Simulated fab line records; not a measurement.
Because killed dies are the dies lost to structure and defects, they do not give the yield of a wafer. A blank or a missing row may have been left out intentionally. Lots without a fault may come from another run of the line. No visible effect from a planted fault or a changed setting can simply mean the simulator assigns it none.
What tool caused it?	flow n5 finfet	24 lots with 72 wafers sampled at 6 steps, on a route of 1938 steps

WHAT THE GAUGES READ, wafer by wafer
Not one reading of a measure or inspect step in the record can be checked against a usual standard deviation.

EACH LOT AND THE TOOL THAT RAN IT (in order: tool; ch and the chambers of the sampled wafers; start)
lot	N5_BEOL_M3_ANNEAL_51	N5_BEOL_M4_ILD_DEP_00	N5_BEOL_M4_HM_DEP_02	N5_BEOL_M4_STRIP_36	N5_BEOL_M4_STRIP_97	N5_BEOL_M4_PRE_CLEAN_45
L074	rtp anneal-02 ch 0, day 7 10:02	pecvd-04 ch 0,1, day 7 10:55	pvd sputter-02, day 7 13:55	rie diel-06 ch 0,1,2, day 7 17:11	rie diel-06 ch 0,1,2, day 7 17:46 or earlier	pvd sputter-02, day 7 17:46
L076	rtp anneal-02 ch 0, day 7 15:02	pecvd-03 ch 0,1, day 7 15:57	pvd sputter-03, day 7 17:20	rie diel-06 ch 0,1,2, day 7 20:45	rie diel-06 ch 0,1,2, day 7 21:36 or earlier	pvd sputter-03, day 7 21:36
L075	rtp anneal-01 ch 0, day 7 17:37	pecvd-01 ch 0,1,2, day 7 18:33	pvd sputter-01, day 7 20:13	rie diel-03 ch 1,2, day 7 23:59	rie diel-03 ch 1,2, day 8 00:48 or earlier	pvd sputter-01, day 8 00:48
L077	rtp anneal-02 ch 0, day 7 22:17	pecvd-03 ch 1,2, day 7 23:09	pvd sputter-02, day 8 00:19	rie diel-01 ch 1,2,3, day 8 06:20	rie diel-01 ch 1,2,3, day 8 07:33 or earlier	pvd sputter-02, day 8 07:33
L078	rtp anneal-02 ch 0, day 8 03:24	pecvd-04 ch 0,1,2, day 8 04:19	pvd sputter-03, day 8 04:48	rie diel-01 ch 1,2, day 8 07:25	rie diel-01 ch 1,2, day 8 08:00 or earlier	pvd sputter-03, day 8 08:00
L079	rtp anneal-02 ch 0, day 8 12:22	pecvd-01 ch 0,2, day 8 13:17	pvd sputter-02, day 8 13:27	rie diel-03 ch 0,1,3, day 8 17:31	rie diel-03 ch 0,1,3, day 8 18:45 or earlier	pvd sputter-01, day 8 18:45
L080	rtp anneal-02 ch 0, day 9 02:01	pecvd-01 ch 0,1, day 9 02:55	pvd sputter-03, day 9 03:51	rie diel-01 ch 0,1,2, day 9 07:02	rie diel-01 ch 0,1,2, day 9 07:46 or earlier	pvd sputter-02, day 9 07:46
L082	rtp anneal-01 ch 0, day 9 07:20	pecvd-03 ch 1,2, day 9 08:14	pvd sputter-01, day 9 09:08	rie diel-01 ch 0,1,3, day 9 11:22	rie diel-01 ch 0,1,3, day 9 11:48 or earlier	pvd sputter-02, day 9 11:48
L081	rtp anneal-02 ch 0, day 9 07:34	pecvd-01 ch 0,1,2, day 9 08:31	pvd sputter-01, day 9 09:14	rie diel-03 ch 0,1, day 9 11:29	rie diel-03 ch 0,1, day 9 12:52 or earlier	pvd sputter-01, day 9 12:52
L083	rtp anneal-01 ch 0, day 9 13:38	pecvd-01 ch 0,1,2, day 9 14:33	pvd sputter-03, day 9 15:42	rie diel-01 ch 0,1,3, day 9 19:17	rie diel-01 ch 0,1,3, day 9 19:56 or earlier	pvd sputter-03, day 9 19:56
L084	rtp anneal-01 ch 0, day 10 01:50	pecvd-01 ch 1,2, day 10 02:40	pvd sputter-02, day 10 04:12	rie diel-01 ch 0,1, day 10 06:53	rie diel-01 ch 0,1, day 10 07:25 or earlier	pvd sputter-03, day 10 07:25
L085	rtp anneal-01 ch 0, day 10 07:12	pecvd-03 ch 0,2, day 10 08:20	pvd sputter-03, day 10 09:58	rie diel-03 ch 0,3, day 10 13:27	rie diel-03 ch 0,3, day 10 14:15 or earlier	pvd sputter-03, day 10 14:15
L086	rtp anneal-02 ch 0, day 10 10:13	pecvd-04 ch 1,2, day 10 11:16	pvd sputter-03, day 10 13:16	rie diel-01 ch 0,1,3, day 10 18:25	rie diel-01 ch 0,1,3, day 10 19:13 or earlier	pvd sputter-01, day 10 19:13
L087	rtp anneal-02 ch 0, day 10 13:23	pecvd-04 ch 0,2, day 10 14:13	pvd sputter-03, day 10 18:23	rie diel-01 ch 0,1,3, day 10 22:29	rie diel-01 ch 0,1,3, day 10 23:05 or earlier	pvd sputter-02, day 10 23:05
L088	rtp anneal-02 ch 0, day 10 16:17	pecvd-04 ch 0,2, day 10 17:10	pvd sputter-02, day 10 18:45	rie diel-03 ch 2,3, day 10 22:47	rie diel-03 ch 2,3, day 11 00:00 or earlier	pvd sputter-01, day 11 00:00
L089	rtp anneal-02 ch 0, day 11 01:05	pecvd-03 ch 0,1,2, day 11 02:00	pvd sputter-02, day 11 02:49	rie diel-06 ch 0,1,2, day 11 08:04	rie diel-06 ch 0,1,2, day 11 08:45 or earlier	pvd sputter-02, day 11 08:45
L090	rtp anneal-01 ch 0, day 11 06:14	pecvd-03 ch 0,1,2, day 11 07:03	pvd sputter-02, day 11 08:08	rie diel-01 ch 0,1, day 11 17:50	rie diel-01 ch 0,1, day 11 18:43 or earlier	pvd sputter-01, day 11 18:43
L091	rtp anneal-01 ch 0, day 11 23:57	pecvd-01 ch 0,1,2, day 12 00:56	pvd sputter-02, day 12 01:50	rie diel-03 ch 0,2,3, day 12 05:03	rie diel-03 ch 0,2,3, day 12 05:53 or earlier	pvd sputter-02, day 12 05:53
L092	rtp anneal-02 ch 0, day 12 01:50	pecvd-01 ch 0,1, day 12 02:43	pvd sputter-03, day 12 03:07	rie diel-01 ch 1,2,3, day 12 05:17	rie diel-01 ch 1,2,3, day 12 06:04 or earlier	pvd sputter-02, day 12 06:04
L093	rtp anneal-01 ch 0, day 12 05:19	pecvd-04 ch 0,2, day 12 06:11	pvd sputter-02, day 12 06:25	rie diel-06 ch 0,1,3, day 12 20:22	rie diel-06 ch 0,1,3, day 12 21:35 or earlier	pvd sputter-02, day 12 21:35
L095	rtp anneal-01 ch 0, day 12 08:56	pecvd-01 ch 0,1, day 12 09:52	pvd sputter-02, day 12 11:07	rie diel-06 ch 0,1,2, day 13 04:41	rie diel-06 ch 0,1,2, day 13 05:07 or earlier	pvd sputter-03, day 13 05:07
L096	rtp anneal-01 ch 0, day 12 14:53	pecvd-04 ch 0,1,2, day 12 15:47	pvd sputter-01, day 12 16:19	rie diel-03 ch 1,2,3, day 13 06:23	rie diel-03 ch 1,2,3, day 13 07:07 or earlier	pvd sputter-01, day 13 07:07
L094	rtp anneal-02 ch 0, day 12 16:41	pecvd-01 ch 0,1,2, day 12 17:37	pvd sputter-01, day 12 17:49	rie diel-03 ch 0,2,3, day 13 07:33	rie diel-03 ch 0,2,3, day 13 08:04 or earlier	pvd sputter-03, day 13 08:04
L097	rtp anneal-01 ch 0, day 13 07:26	pecvd-01 ch 0,1, day 13 08:22	pvd sputter-02, day 13 09:32	rie diel-01 ch 0,1, day 13 20:23	rie diel-01 ch 0,1, day 13 21:05 or earlier	pvd sputter-01, day 13 21:05
- N5_BEOL_M3_ANNEAL_51: time 90 s.
- N5_BEOL_M4_ILD_DEP_00: deposits SiOC from DEMS/O2, target thk 79 nm, time 15.3 s.
- N5_BEOL_M4_HM_DEP_02: deposits TiN, target thk 20 nm.
- N5_BEOL_M4_STRIP_36: strips in N2/H2.
- N5_BEOL_M4_STRIP_97: strips in N2/H2, time 10 s.
- N5_BEOL_M4_PRE_CLEAN_45: time 30 s.

WHAT THE TOOLS THEMSELVES READ (means of the sampled wafers that have a number; where no wafer has one, the mark that the record gives instead)
N5_BEOL_M3_ANNEAL_51. Usual: wafer_temp_C_max reads 226.02 (standard deviation 0.27).
lot	tool	wafer_temp_C_max	flag
L074	rtp anneal-02	226.40	
L076	rtp anneal-02	226.02	
L075	rtp anneal-01	226.20	
L077	rtp anneal-02	225.85	
L078	rtp anneal-02	226.32	
L079	rtp anneal-02	225.73	
L080	rtp anneal-02	225.85	
L082	rtp anneal-01	225.76	
L081	rtp anneal-02	226.07	
L083	rtp anneal-01	226.24	
L084	rtp anneal-01	225.84	
L085	rtp anneal-01	225.94	
L086	rtp anneal-02	225.98	
L087	rtp anneal-02	226.02	
L088	rtp anneal-02	226.00	
L089	rtp anneal-02	226.06	
L090	rtp anneal-01	225.91	
L091	rtp anneal-01	225.99	
L092	rtp anneal-02	226.03	
L093	rtp anneal-01	225.91	
L095	rtp anneal-01	226.04	
L096	rtp anneal-01	225.91	
L094	rtp anneal-02	226.17	
L097	rtp anneal-01	225.68	

N5_BEOL_M4_ILD_DEP_00. Usual: heater power w 466 W, standard deviation 76; showerhead plenum p Torr 5.686 Torr, standard deviation 0.015; susceptor temp C 350.00 C, standard deviation 0.19; throttle valve pct 11.6 %, standard deviation 0.54.
lot	tool	heater power w (W)	showerhead plenum p Torr (Torr)	susceptor temp C (C)	throttle valve pct (%)	flag
L074	pecvd-04	364	5.698	349.98	12.2	
L076	pecvd-03	518	5.688	350.03	11.7	
L075	pecvd-01	459	5.673	349.86	11.5	
L077	pecvd-03	518	5.687	350.22	11.8	
L078	pecvd-04	442	5.693	350.11	11.5	
L079	pecvd-01	458	5.679	350.04	11.7	
L080	pecvd-01	456	5.666	350.08	12.0	
L082	pecvd-03	493	5.691	349.93	11.7	
L081	pecvd-01	437	5.685	350.04	11.6	
L083	pecvd-01	417	5.669	349.96	11.5	
L084	pecvd-01	386	5.684	350.09	11.5	
L085	pecvd-03	579	5.690	349.97	11.9	
L086	pecvd-04	459	5.697	349.90	11.0	
L087	pecvd-04	498	5.699	349.79	11.8	
L088	pecvd-04	500	5.704	350.05	11.3	
L089	pecvd-03	562	5.693	350.13	11.7	
L090	pecvd-03	547	5.692	350.15	11.8	
L091	pecvd-01	423	5.684	350.01	11.6	
L092	pecvd-01	473	5.671	349.81	11.8	
L093	pecvd-04	520	5.697	350.05	11.4	
L095	pecvd-01	464	5.673	349.90	12.1	
L096	pecvd-04	445	5.700	349.98	11.5	
L094	pecvd-01	448	5.683	350.04	11.7	
L097	pecvd-01	471	5.675	349.75	11.9	

N5_BEOL_M4_HM_DEP_02. Usual: susceptor temp C 25.00 C, standard deviation 0.11; throttle valve pct 29.7 %, standard deviation 0.93.
lot	tool	susceptor temp C (C)	throttle valve pct (%)	flag
L074	pvd sputter-02	25.07	29.0	
L076	pvd sputter-03	24.95	30.5	
L075	pvd sputter-01	24.94	29.8	
L077	pvd sputter-02	25.02	29.3	
L078	pvd sputter-03	24.97	29.9	
L079	pvd sputter-02	24.97	29.1	
L080	pvd sputter-03	25.11	30.0	
L082	pvd sputter-01	24.99	29.7	
L081	pvd sputter-01	25.03	30.6	
L083	pvd sputter-03	24.98	29.9	
L084	pvd sputter-02	25.00	29.3	
L085	pvd sputter-03	24.99	30.4	
L086	pvd sputter-03	24.88	31.1	
L087	pvd sputter-03	25.04	30.6	
L088	pvd sputter-02	25.02	28.8	
L089	pvd sputter-02	25.00	29.0	
L090	pvd sputter-02	24.94	29.3	
L091	pvd sputter-02	24.96	29.3	
L092	pvd sputter-03	25.08	30.3	
L093	pvd sputter-02	24.95	29.2	
L095	pvd sputter-02	25.03	29.1	
L096	pvd sputter-01	24.92	30.3	
L094	pvd sputter-01	24.93	30.6	
L097	pvd sputter-02	24.99	29.1	

N5_BEOL_M4_STRIP_36. Usual: chamber pressure mTorr 20.00 mTorr, standard deviation 0.031; drypump motor current A 5.8 A, standard deviation 0.48; oes product au 0.84 a.u., standard deviation 0.087; rf vpp V 59.3 V, standard deviation 1.4; showerhead plenum p Torr 2.55 Torr, standard deviation 0.06; throttle valve pct 23.6 %, standard deviation 0.34.
lot	tool	chamber pressure mTorr (mTorr)	drypump motor current A (A)	oes product au (a.u.)	rf vpp V (V)	showerhead plenum p Torr (Torr)	throttle valve pct (%)	flag
L074	rie diel-06	20.03	5.6	0.79	59.2	2.66	23.8	
L076	rie diel-06	20.02	5.6	0.80	59.1	2.66	23.8	
L075	rie diel-03	20.04	5.5	0.89	59.9	2.56	23.7	
L077	rie diel-01	19.99	5.7	0.75	59.6	2.53	23.7	
L078	rie diel-01	20.00	6.0	0.80	59.0	2.54	23.4	
L079	rie diel-03	20.03	5.9	0.92	60.5	2.51	23.7	
L080	rie diel-01	20.00	6.1	0.83	60.3	2.56	23.4	
L082	rie diel-01	20.00	6.2	0.82	58.4	2.56	23.5	
L081	rie diel-03	20.02	6.0	0.88	59.2	2.51	23.7	
L083	rie diel-01	20.00	6.2	0.83	59.2	2.56	23.5	
L084	rie diel-01	20.02	6.5	0.87	59.0	2.57	23.2	
L085	rie diel-03	20.00	5.9	0.92	60.3	2.55	23.7	
L086	rie diel-01	19.97	6.2	0.81	58.5	2.55	23.5	
L087	rie diel-01	19.99	6.2	0.81	58.6	2.55	23.5	
L088	rie diel-03	19.99	5.6	0.90	58.9	2.52	23.6	
L089	rie diel-06	19.97	5.5	0.84	59.8	2.65	23.7	
L090	rie diel-01	19.99	6.6	0.87	57.5	2.58	23.2	
L091	rie diel-03	20.00	5.6	0.87	60.3	2.54	23.7	
L092	rie diel-01	20.01	5.7	0.91	59.8	2.51	23.4	
L093	rie diel-06	20.00	5.7	0.78	60.7	2.62	23.8	
L095	rie diel-06	20.01	5.6	0.82	58.7	2.64	23.7	
L096	rie diel-03	19.98	5.7	0.84	59.6	2.50	23.6	
L094	rie diel-03	20.01	5.7	0.86	59.6	2.54	23.7	
L097	rie diel-01	19.98	6.5	0.82	59.1	2.56	23.2	

N5_BEOL_M4_STRIP_97. Usual: chamber pressure mTorr 20.001 mTorr, standard deviation 0.016; drypump motor current A 5.8 A, standard deviation 0.48; oes product au 0.84 a.u., standard deviation 0.087; rf vpp V 59.2 V, standard deviation 0.87; showerhead plenum p Torr 2.55 Torr, standard deviation 0.06; throttle valve pct 23.6 %, standard deviation 0.34.
lot	tool	chamber pressure mTorr (mTorr)	drypump motor current A (A)	oes product au (a.u.)	rf vpp V (V)	showerhead plenum p Torr (Torr)	throttle valve pct (%)	flag
L074	rie diel-06	20.000	5.6	0.79	60.1	2.66	23.8	
L076	rie diel-06	20.006	5.6	0.80	58.5	2.66	23.8	
L075	rie diel-03	20.006	5.6	0.89	58.7	2.56	23.7	
L077	rie diel-01	20.006	5.7	0.75	58.7	2.53	23.6	
L078	rie diel-01	20.010	6.1	0.80	58.4	2.54	23.3	
L079	rie diel-03	19.985	5.9	0.92	59.6	2.52	23.7	
L080	rie diel-01	20.016	6.1	0.83	59.6	2.56	23.4	
L082	rie diel-01	20.015	6.2	0.83	59.4	2.56	23.5	
L081	rie diel-03	19.997	6.0	0.87	59.9	2.51	23.7	
L083	rie diel-01	20.002	6.2	0.82	58.8	2.56	23.5	
L084	rie diel-01	20.009	6.5	0.85	58.9	2.57	23.2	
L085	rie diel-03	20.001	5.8	0.91	58.2	2.55	23.7	
L086	rie diel-01	19.992	6.2	0.81	59.0	2.55	23.5	
L087	rie diel-01	19.993	6.2	0.80	59.1	2.55	23.5	
L088	rie diel-03	20.010	5.6	0.90	58.5	2.52	23.6	
L089	rie diel-06	19.994	5.6	0.84	60.5	2.65	23.7	
L090	rie diel-01	19.989	6.6	0.87	59.2	2.58	23.2	
L091	rie diel-03	20.003	5.7	0.87	58.5	2.54	23.7	
L092	rie diel-01	20.002	5.7	0.90	58.9	2.51	23.5	
L093	rie diel-06	20.004	5.6	0.77	59.4	2.61	23.9	
L095	rie diel-06	20.000	5.6	0.83	59.6	2.64	23.7	
L096	rie diel-03	19.999	5.7	0.83	59.7	2.50	23.6	
L094	rie diel-03	20.009	5.6	0.86	59.3	2.54	23.7	
L097	rie diel-01	20.007	6.5	0.83	59.4	2.56	23.2	

N5_BEOL_M4_PRE_CLEAN_45. Usual: heater power w 336 W, standard deviation 27; susceptor temp C 250.00 C, standard deviation 0.17.
lot	tool	heater power w (W)	susceptor temp C (C)	flag
L074	pvd sputter-02	336	250.22	
L076	pvd sputter-03	317	249.98	
L075	pvd sputter-01	357	249.85	
L077	pvd sputter-02	345	250.12	
L078	pvd sputter-03	349	249.91	
L079	pvd sputter-01	322	250.05	
L080	pvd sputter-02	339	250.02	
L082	pvd sputter-02	357	249.97	
L081	pvd sputter-01	330	250.09	
L083	pvd sputter-03	328	249.86	
L084	pvd sputter-03	317	250.02	
L085	pvd sputter-03	319	250.20	
L086	pvd sputter-01	367	249.95	
L087	pvd sputter-02	319	249.90	
L088	pvd sputter-01	350	249.97	
L089	pvd sputter-02	338	250.09	
L090	pvd sputter-01	322	249.83	
L091	pvd sputter-02	342	250.02	
L092	pvd sputter-02	341	250.01	
L093	pvd sputter-02	343	250.11	
L095	pvd sputter-03	330	250.06	
L096	pvd sputter-01	320	249.85	
L094	pvd sputter-03	339	249.93	
L097	pvd sputter-01	329	250.04	

THE ANSWER, worked out from the rows above alone
Rule: lot off if the mean of its wafers having a number is beyond 3 standard deviations from the usual mean. Also off: a lot with no number at a reading for which 4 or more lots have one. The other lots that the step has rows for count as sound. After the gauges, taken in route order, come the tools' own readings; for these a lot's mean is taken, as printed above. At the first step where some lot is off, the reading lying furthest off is the one used; lots without a number count as furthest.
No lot is off on any of the readings shown, so nothing can be concluded from this.

WHAT HAD BEEN PUT IN BY THE SIMULATOR
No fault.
